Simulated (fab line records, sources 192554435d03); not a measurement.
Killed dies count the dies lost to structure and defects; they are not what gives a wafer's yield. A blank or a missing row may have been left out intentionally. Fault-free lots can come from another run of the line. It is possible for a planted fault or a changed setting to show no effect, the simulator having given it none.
Matching of chambers | flow n5-finfet | N5_SD_EPI_P_DESCUM_14 on rie-diel-01 has 4 sister chambers
The step chemistry O2, time 7.9 s. 4 wafers are shown with their chamber, then 12 later ones without.

WAFERS WITH THEIR CHAMBER
wafer  | chamber | drypump-motor-current-A (A)
L086.6 | 0       | 5.64
L089.5 | 1       | 6.19
L090.1 | 2       | 5.62
L090.6 | 3       | 5.57

WAFERS WITH NO CHAMBER GIVEN
wafer  | drypump-motor-current-A (A)
L091.2 | 6.24
L091.3 | 5.57
L091.6 | 5.63
L093.2 | 5.65
L093.3 | 5.61
L093.4 | 6.25
L095.1 | 5.56
L095.4 | 5.65
L095.5 | 5.56
L097.3 | 5.66
L097.4 | 5.55
L097.5 | 5.54

EACH ONE'S CHAMBER
wafer  | from the rows above          | in truth
L091.2 | 1                            | 1
L091.3 | can't be placed: 3 or 2      | 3
L091.6 | can't be placed: 0 or 2 or 3 | 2
L093.2 | can't be placed: 0 or 2      | 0
L093.3 | can't be placed: 2 or 0 or 3 | 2
L093.4 | 1                            | 1
L095.1 | can't be placed: 3 or 2      | 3
L095.4 | can't be placed: 0 or 2      | 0
L095.5 | can't be placed: 3 or 2      | 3
L097.3 | can't be placed: 0 or 2      | 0
L097.4 | can't be placed: 3 or 2      | 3
L097.5 | can't be placed: 3 or 2      | 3
2 of 12 placed correctly. From these rows, 10 cannot be placed; in 10 the true chamber is one of the candidates. 0 placed wrongly.
How it was worked out, from the rows above alone: a wafer's distance from a chamber is the root of the sum, over the readings, of the square of ((its reading less the chamber's mean) divided by the reading's scatter). If the next closest chamber is less than 2 further off than the closest, the wafer can't be placed; otherwise it belongs to the closest. For every chamber, the mean is computed from those of its wafers that are shown. The scatter: with one shown wafer a chamber, the root of the mean of the squares of how far each hidden wafer lies from its nearest shown one.
